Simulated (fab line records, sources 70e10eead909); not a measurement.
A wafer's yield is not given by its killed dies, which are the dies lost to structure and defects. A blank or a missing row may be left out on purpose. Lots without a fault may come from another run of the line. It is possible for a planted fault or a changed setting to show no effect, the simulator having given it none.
fab line records	flow nandHarc
[record] lots = 6	wafers = 18	lastDay = 23
route steps=1159 shown THIN_TSV@1119 END@1159
lots untouched by any fault: they come from a run of this same line in which no faults occurred
startH: start of the lot's first displayed wafer, in hours after the record's first day	waitH: time in hours since the lot's previous step	" repeats the value in the row above	L1.1+2: several wafers, shown together as one row	- no value, or no start was given	* or withheld: withheld	< > ~ a bound
route shown NAME@n: names a module that has steps shown in the file, with the first one's number in the route	usual: mean/standard deviation taken from wafers without a fault	same: alike in all rows	chamber/n: place in a boat	sites: each site's reading	_std_site: their standard deviation	_edge_site: inner sites' mean taken away from outer sites' mean	radiusMm: how far each site lies from the wafer's centre	mask NAME#n: copy n	behind: the tool/chamber that last shaped the wafer	hold: cause of the lot's hold/its duration in hours/its outcome	device: transistor that didn't switch, given as n, p or np	end of line: tests run on the same wafers once the route is complete	step lacking rows: just its recipe	killed: the dies lost at the first sort to structure and to defects; this is not the yield of the wafer	map: the dies of a wafer, with x for killed, . for not killed, _ for no die there
set.NAME: the run value of the setting; set.NAME@STEP: its run value at that earlier step	model.NAME: the simulator's own value behind a step, which no gauge read
a table for each step, a row for each wafer; lots at some steps of the route
services: a tool's chamber out of use, with start hour (startH, from the record's first day; less than 0 if before it), hours out, and reason
[[steps]]
[step NHARC_THIN_TSV_ETCH_44]
[recipe] targetDepthA = 15942	timeS = 797.1	cf4FlowSccm = 150	o2FlowSccm = 10	arFlowSccm = 0	rfW = 300	biasW = 800	chemistry = CF4/O2
[step NHARC_THIN_TSV_ETCH_15]
[recipe] targetDepthA = 30000	boschTargetOveretchCycles = 2	boschEtchStepS = 2.8	boschDepStepS = 1.2	boschCycles = 14
[step NHARC_THIN_TSV_CD_MEAS_16]
[usual] cdNm = 1000.4/2.3
lot.wafer	tool	chamber	startH	waitH	cdNm
L625.3	cdSem-01	-	432.15	0.1	1002.1
L625.4	"	-	"	"	1003.4
L625.6	"	-	"	"	1002.0
L627.1	cdSem-03	-	449.48	0.1	1000.8
L627.3	"	-	"	"	1002.6
L627.6	"	-	"	"	998.0
L630.1	cdSem-02	-	470.12	0.2	999.4
L630.4	"	-	"	"	997.3
L630.5	"	-	"	"	999.5
L635.3	cdSem-02	-	474.90	0.1	1000.9
L635.4	"	-	"	"	1003.4
L635.5	"	-	"	"	999.1
L637.2	cdSem-01	-	493.61	0.1	1000.1
L637.3	"	-	"	"	997.9
L637.5	"	-	"	"	997.7
L644.3	cdSem-02	-	526.53	0.1	1002.8
L644.4	"	-	"	"	997.3
L644.5	"	-	"	"	1000.9
[step NHARC_THIN_TSV_STRIP_45]
[recipe] powerW = 1500	tempC = 250	chemistry = O2
[usual] drypumpMotorCurrentA = 6.1/0.33	heaterPowerW = 309/39
lot.wafer	tool	chamber	startH	waitH	drypumpMotorCurrentA	heaterPowerW	rfHoursCounterH
L625.4	plasmaAsher-02	0	432.31	0.2	5.7	266	-
L625.3	"	1	"	"	6.1	300	-
L625.6	"	1	"	"	6.1	298	-
L627.1	plasmaAsher-02	0	449.60	0.1	5.7	266	30
L627.3	"	1	"	"	6.1	294	-
L627.6	"	1	"	"	6.1	296	-
L630.1	plasmaAsher-02	0	470.25	0.1	5.7	265	39
L630.4	"	1	"	"	6.1	302	-
L630.5	"	1	"	"	6.1	293	-
L635.4	plasmaAsher-02	1	475.07	0.2	6.1	297	-
L635.3	"	0	"	"	5.7	269	-
L635.5	"	1	"	"	6.1	301	-
L637.2	plasmaAsher-02	1	493.68	0.1	6.1	306	47
L637.3	"	0	"	"	5.7	271	-
L637.5	"	0	"	"	5.7	270	-
L644.4	plasmaAsher-01	1	526.69	0.2	6.5	332	-
L644.3	"	0	"	"	6.5	377	-
L644.5	"	0	"	"	6.5	377	-
[step NHARC_THIN_TSV_STRIP_46]
[recipe] timeS = 1200	tempC = 72.5	chemistry = postEtchResidueRemover
[step NHARC_THIN_TSV_DEP_47]
[recipe] targetThkA = 2000	tempC = withheld	pressureTorr = 6.5	rfW = 900	teosFlowSccm = 161.4	flowSccm = 2650	targetThkNm = 200	gas = O2	material = SiO2
[step NHARC_THIN_TSV_ETCHBACK_48]
[recipe] targetDepthA = 10285	overEtchFrac = 0.3	timeS = 405.17	ionEnergyEv = 250	c4f8FlowSccm = withheld	arFlowSccm = withheld	rfW = 600	biasW = 300	chemistry = C4F8/Ar
[step NHARC_THIN_TSV_STRIP_62]
[recipe] powerW = 1500	tempC = 250	timeS = 20	chemistry = N2/H2
[step NHARC_THIN_TSV_DEGAS_49]
[recipe] tempC = 300	timeS = 120
[usual] heaterPowerW = 477/44
lot.wafer	tool	chamber	startH	waitH	heaterPowerW
L625.4	pvdSputter-03	-	433.99	0.1	471
L625.3	"	-	"	"	465
L625.6	"	-	"	"	447
L627.3	pvdSputter-02	-	451.40	0.1	464
L627.1	"	-	"	"	493
L627.6	"	-	"	"	467
L630.1	pvdSputter-03	-	472.00	0.2	468
L630.4	"	-	"	"	485
L630.5	"	-	"	"	454
L635.3	pvdSputter-03	-	477.02	0.1	484
L635.4	"	-	"	"	471
L635.5	"	-	"	"	447
L637.3	pvdSputter-02	-	495.44	0.1	503
L637.2	"	-	"	"	530
L637.5	"	-	"	"	417
L644.3	pvdSputter-03	-	528.46	0.1	461
L644.4	"	-	"	"	456
L644.5	"	-	"	"	460
[step NHARC_THIN_TSV_PRE_CLEAN_50]
[recipe] timeS = 30	tempC = 280	gas = H2/He
[usual] heaterPowerW = 420/40
lot.wafer	tool	chamber	startH	waitH	heaterPowerW
L625.4	pvdSputter-03	-	-	-	393
L625.3	"	-	"	"	387
L625.6	"	-	"	"	417
L627.3	pvdSputter-02	-	-	-	433
L627.1	"	-	"	"	378
L627.6	"	-	"	"	477
L630.4	pvdSputter-03	-	-	-	406
L630.1	"	-	"	"	436
L630.5	"	-	"	"	428
L635.4	pvdSputter-03	-	-	-	424
L635.3	"	-	"	"	404
L635.5	"	-	"	"	423
L637.3	pvdSputter-02	-	-	-	374
L637.2	"	-	"	"	477
L637.5	"	-	"	"	411
L644.4	pvdSputter-03	-	-	-	395
L644.3	"	-	"	"	430
L644.5	"	-	"	"	398
[step NHARC_THIN_TSV_PVD_19]
[recipe] targetThkA = 200	chamberPressurePa = 5	material = TaN
[usual] chamberPressurePa = 5.000/0.0099	throttleValvePct = 30.2/1.1
lot.wafer	tool	chamber	startH	waitH	chamberPressurePa	throttleValvePct
L625.3	pvdSputter-03	-	-	-	4.996	30.0
L625.4	"	-	"	"	4.979	27.4
L625.6	"	-	"	"	5.005	30.0
L627.1	pvdSputter-02	-	-	-	4.992	31.9
L627.3	"	-	"	"	5.008	28.8
L627.6	"	-	"	"	5.009	31.3
L630.1	pvdSputter-03	-	-	-	4.995	28.7
L630.4	"	-	"	"	4.992	29.2
L630.5	"	-	"	"	4.999	29.6
L635.4	pvdSputter-03	-	-	-	5.010	28.8
L635.3	"	-	"	"	4.985	29.6
L635.5	"	-	"	"	4.980	29.8
L637.2	pvdSputter-02	-	-	-	5.024	32.1
L637.3	"	-	"	"	4.993	31.2
L637.5	"	-	"	"	5.015	29.9
L644.4	pvdSputter-03	-	-	-	5.013	29.4
L644.3	"	-	"	"	5.000	30.2
L644.5	"	-	"	"	5.020	28.5
[step NHARC_THIN_TSV_PVD_51]
[recipe] targetThkA = 1000	chamberPressurePa = 5	material = Cu
[step NHARC_THIN_TSV_ECD_20]
[recipe] targetThkA = 20000	material = Cu
lot.wafer	tool	chamber	startH	waitH
L625.4+3+6	ecdCu-01	0,1,0	434.63	-
L627.1+3+6	ecdCu-02	1,0,1	452.11	-
L630.1+4+5	ecdCu-02	1,1,0	472.45	-
L635.3+4+5	ecdCu-02	0,1,0	477.66	-
L637.2+3+5	ecdCu-01	1	495.87	-
L637.2+3+5	ecdCu-01	1	496.72	0.8
L644.4+3+5	ecdCu-01	1,0,0	529.12	-
L644.4+3+5	ecdCu-01	1,0,0	530.81	1.6
[step NHARC_THIN_TSV_ANNEAL_52]
[recipe] tempC = 225	timeS = 90
[usual] wafer_temp_C_max = 226.0/0.34
lot.wafer	tool	chamber	startH	waitH	wafer_temp_C_max
L625.3	rtpAnneal-01	0	435.36	0.5	226.6
L625.4	"	0	"	"	225.8
L625.6	"	0	"	"	226.0
L627.1	rtpAnneal-01	0	452.83	0.6	226.1
L627.3	"	0	"	"	226.1
L627.6	"	0	"	"	226.1
L630.1	rtpAnneal-01	0	473.33	0.8	225.7
L630.4	"	0	"	"	225.9
L630.5	"	0	"	"	225.6
L635.3	rtpAnneal-02	0	478.28	0.5	225.8
L635.4	"	0	"	"	225.9
L635.5	"	0	"	"	225.8
L637.2	rtpAnneal-01	0	498.21	1.4	226.2
L637.3	"	0	"	"	226.3
L637.5	"	0	"	"	226.3
L644.3	rtpAnneal-01	0	531.75	0.7	226.0
L644.4	"	0	"	"	226.2
L644.5	"	0	"	"	226.8
[step NHARC_END_SORT_01]
[recipe] tempC = 25
[usual] defectLimitedYield = 95.7/1.5	killedAtArray = 25/10	killedAtOther = 0.6/0.91	killedAtPeriphery = 3.6/2.9	killedDies = 29/10	killedOpen = 3.3/2	killedShort = 1.9/1.5	sort_bin_2_pct = 1.3/0.61	sort_bin_3_pct = 0.26/0.19	sort_bin_4_pct = 2.7/1	sortNPass = 648/10	sortRimYieldPct = 94/3.2	sortYieldPct = 95.7/1.5
[same] grossDies = 677	sort_bin_5_pct[%] = 0	sort_bin_6_pct[%] = 0	sort_bin_7_pct[%] = 0	sort_bin_8_pct[%] = 0	sortRimNGross = 106.00
lot.wafer	tool	chamber	startH	waitH	defectLimitedYield[%]	killedAtArray	killedAtOther	killedAtPeriphery	killedDies	killedOpen	killedShort	sort_bin_2_pct[%]	sort_bin_3_pct[%]	sort_bin_4_pct[%]	sortNPass	sortRimYieldPct[%]	sortYieldPct[%]
L625.3	prober-02	0	446.19	3.1	96.8	19	0	3	22	5	1	0.9	0.15	2.2	655	92	96.8
L625.4	prober-02	0	447.00	3.4	97.6	13	0	3	16	1	5	1.0	0.15	1.2	661	97	97.6
L625.6	prober-02	0	448.62	4.0	96.0	24	0	3	27	1	5	0.7	0.44	2.8	650	92	96.0
L627.1	prober-02	0	467.99	2.5	97.0	17	0	3	20	1	1	0.6	0.44	1.9	657	96	97.0
L627.3	prober-02	0	469.60	3.1	97.3	17	0	1	18	7	2	1.0	0	1.6	659	96	97.3
L627.6	prober-02	0	472.02	4.0	98.1	11	1	1	13	1	1	0.7	0	1.2	664	99	98.1
L630.1	prober-01	0	483.89	2.5	95.4	30	0	1	31	6	0	1.2	0.44	3.0	646	94	95.4
L630.4	prober-01	0	486.29	3.4	95.3	26	1	5	32	7	3	1.9	0.15	2.7	645	95	95.3
L630.5	prober-01	0	487.08	3.7	95.0	29	0	5	34	5	8	1.8	0.30	3.0	643	95	95.0
L635.5	prober-01	0	502.69	3.7	96.8	20	0	2	22	2	1	0.6	0	2.7	655	93	96.8
L637.2	prober-02	0	508.02	2.8	94.5	32	0	5	37	1	3	1.9	0.30	3.2	640	89	94.5
L637.3	prober-02	0	508.81	3.1	94.8	32	0	3	35	2	5	1.6	0.44	3.1	642	92	94.8
L637.5	prober-02	0	510.40	3.7	95.7	26	0	3	29	3	1	1.5	0.59	2.2	648	94	95.7
L644.3	prober-01	0	541.91	3.1	95.7	24	1	4	29	2	5	0.9	0.44	3.0	648	94	95.7
L644.4	prober-01	0	542.70	3.4	97.6	15	0	1	16	1	2	0.6	0	1.8	661	96	97.6
L644.5	prober-01	0	543.49	3.7	97.8	13	0	2	15	2	1	1.0	0.15	1.0	662	95	97.8
// killed by level:class
L625.3 A_SLIT:chamberFilmFlake=6 A_CHANNEL_HOLE_D1:chamberFilmFlake=4 A_M0:geometricParticle:open=3 A_WL_FILL:chamberFilmFlake=2 P_CONTACT:geometricParticle:open=1 A_WL_FILL:geometricParticle:short=1 A_WL_FILL:geometricParticle:open=1 P_GATE:chamberFilmFlake=1
L625.4 A_SLIT:chamberFilmFlake=4 P_M1:chamberFilmFlake=3 A_WL_FILL:geometricParticle:short=2 A_ONON_D1:geometricParticle:open=1 A_CHANNEL_FILL_D1:geometricParticle:short=1 A_CONTACT:geometricParticle:short=1 A_M0:geometricParticle:short=1 A_CHANNEL_FILL_D1:chamberFilmFlake=1
L625.6 A_SLIT:chamberFilmFlake=8 A_CHANNEL_HOLE_D1:chamberFilmFlake=3 A_CONTACT:chamberFilmFlake=3 A_M0:geometricParticle:short=2 A_WL_FILL:chamberFilmFlake=2 A_ONON_D1:geometricParticle:short=1 A_CHANNEL_HOLE_D1:geometricParticle:short=1 A_BLC:geometricParticle:open=1
L627.1 A_SLIT:chamberFilmFlake=12 P_STI:chamberFilmFlake=2 A_CHANNEL_HOLE_D1:chamberFilmFlake=2 P_GATE:geometricParticle:short=1 A_SOURCE_PLATE:geometricParticle:open=1 A_WL_FILL:chamberFilmFlake=1 A_CONTACT:chamberFilmFlake=1
L627.3 A_SLIT:chamberFilmFlake=7 A_CONTACT:geometricParticle:open=3 A_WL_FILL:geometricParticle:short=2 A_BLC:geometricParticle:open=2 A_CONTACT:chamberFilmFlake=2 P_M1:geometricParticle:open=1 A_CHANNEL_HOLE_D1:geometricParticle:open=1
L627.6 A_CONTACT:chamberFilmFlake=4 A_CHANNEL_HOLE_D1:chamberFilmFlake=2 A_SLIT:chamberFilmFlake=2 A_WL_FILL:geometricParticle:short=1 A_M1:geometricParticle:open=1 P_STI:chamberFilmFlake=1 A_STAIRCASE:chamberFilmFlake=1 THIN_TSV:chamberFilmFlake=1
L630.1 A_SLIT:chamberFilmFlake=11 A_CHANNEL_HOLE_D1:chamberFilmFlake=5 A_STAIRCASE:chamberFilmFlake=4 A_ONON_D1:geometricParticle:open=2 A_WL_FILL:chamberFilmFlake=2 A_CONTACT:chamberFilmFlake=2 A_CONTACT:geometricParticle:open=1 A_BLC:geometricParticle:open=1
L630.4 A_SLIT:chamberFilmFlake=10 A_CONTACT:chamberFilmFlake=3 A_CONTACT:geometricParticle:open=2 A_CONTACT:geometricParticle:short=2 P_BONDPAD:chamberFilmFlake=2 A_CHANNEL_HOLE_D1:chamberFilmFlake=2 P_M0:geometricParticle:open=1 A_SGD_CUT:geometricParticle:open=1
L630.5 A_SLIT:chamberFilmFlake=11 A_WL_FILL:geometricParticle:short=3 A_M0:geometricParticle:short=2 A_M0:geometricParticle:open=2 P_STI:chamberFilmFlake=2 A_STAIRCASE:chamberFilmFlake=2 A_CONTACT:chamberFilmFlake=2 P_STI:geometricParticle:open=1
L635.5 A_SLIT:chamberFilmFlake=8 A_CHANNEL_HOLE_D1:chamberFilmFlake=3 A_STAIRCASE:chamberFilmFlake=3 A_CONTACT:chamberFilmFlake=2 P_CONTACT:geometricParticle:open=1 A_CHANNEL_FILL_D1:geometricParticle:short=1 A_WL_FILL:geometricParticle:open=1 P_GATE:chamberFilmFlake=1
L637.2 A_SLIT:chamberFilmFlake=15 A_CHANNEL_HOLE_D1:chamberFilmFlake=6 P_GATE:chamberFilmFlake=4 A_STAIRCASE:chamberFilmFlake=4 A_CONTACT:chamberFilmFlake=3 P_M0:geometricParticle:short=1 A_SGD_CUT:geometricParticle:open=1 A_WL_FILL:geometricParticle:short=1
L637.3 A_SLIT:chamberFilmFlake=12 A_STAIRCASE:chamberFilmFlake=6 A_CONTACT:chamberFilmFlake=5 A_CHANNEL_HOLE_D1:chamberFilmFlake=3 P_GATE:chamberFilmFlake=2 P_GATE:geometricParticle:short=1 A_ONON_D1:geometricParticle:short=1 A_SGD_CUT:geometricParticle:short=1
L637.5 A_SLIT:chamberFilmFlake=14 A_CHANNEL_HOLE_D1:chamberFilmFlake=5 A_CONTACT:chamberFilmFlake=3 A_STAIRCASE:chamberFilmFlake=2 P_M0:geometricParticle:open=1 P_M1:geometricParticle:open=1 A_ONON_D1:geometricParticle:short=1 A_M0:geometricParticle:open=1
L644.3 A_CHANNEL_HOLE_D1:chamberFilmFlake=9 A_STAIRCASE:chamberFilmFlake=4 A_CONTACT:chamberFilmFlake=3 A_BLC:chamberFilmFlake=3 P_GATE:chamberFilmFlake=2 P_CONTACT:geometricParticle:open=1 P_M0:geometricParticle:short=1 A_ONON_D1:geometricParticle:short=1
L644.4 A_CHANNEL_HOLE_D1:chamberFilmFlake=5 A_BONDPAD:chamberFilmFlake=3 A_CONTACT:chamberFilmFlake=2 A_CHANNEL_HOLE_D1:geometricParticle:short=1 A_CONTACT:geometricParticle:open=1 A_CONTACT:geometricParticle:short=1 P_GATE:chamberFilmFlake=1 A_CHANNEL_FILL_D1:chamberFilmFlake=1
L644.5 A_CONTACT:chamberFilmFlake=5 P_GATE:chamberFilmFlake=2 A_CHANNEL_HOLE_D1:chamberFilmFlake=2 A_WL_FILL:chamberFilmFlake=2 A_SGD_CUT:geometricParticle:short=1 A_CONTACT:geometricParticle:open=1 A_M0:geometricParticle:open=1 A_STAIRCASE:chamberFilmFlake=1
[[services]]
tool	chamber	startH	hours	kind
pvdSputter-02	-	428.71	2.8	repair
ecdCu-01	-	448.42	8.0	pm
plasmaAsher-01	-	453.05	9.0	pm
plasmaAsher-01	0	453.05	9.0	ventCycle
plasmaAsher-01	1	453.05	9.0	ventCycle
pvdSputter-03	-	458.08	10.0	pm
plasmaAsher-01	0	462.05	-	clean
plasmaAsher-01	1	462.05	-	clean
ecdCu-01	-	488.15	1.7	repair
ecdCu-01	-	490.08	0.7	repair
pvdSputter-02	-	529.72	0.5	repair
[[key]]
[firstSign] step = NHARC_THIN_TSV_ECD_20	reading = visit	direction = added
effect none on later readings
metAt NHARC_THIN_TSV_ECD_20
struckWafers L637.2,L637.3,L637.5,L644.3,L644.4,L644.5
[fault] kind = repeatedStepWhole	tool = ecdCu-01,ecdCu-02	chamber = -	onsetH = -	steps = NHARC_THIN_TSV_ECD_20	times = 1	scope = struckLotsOnly
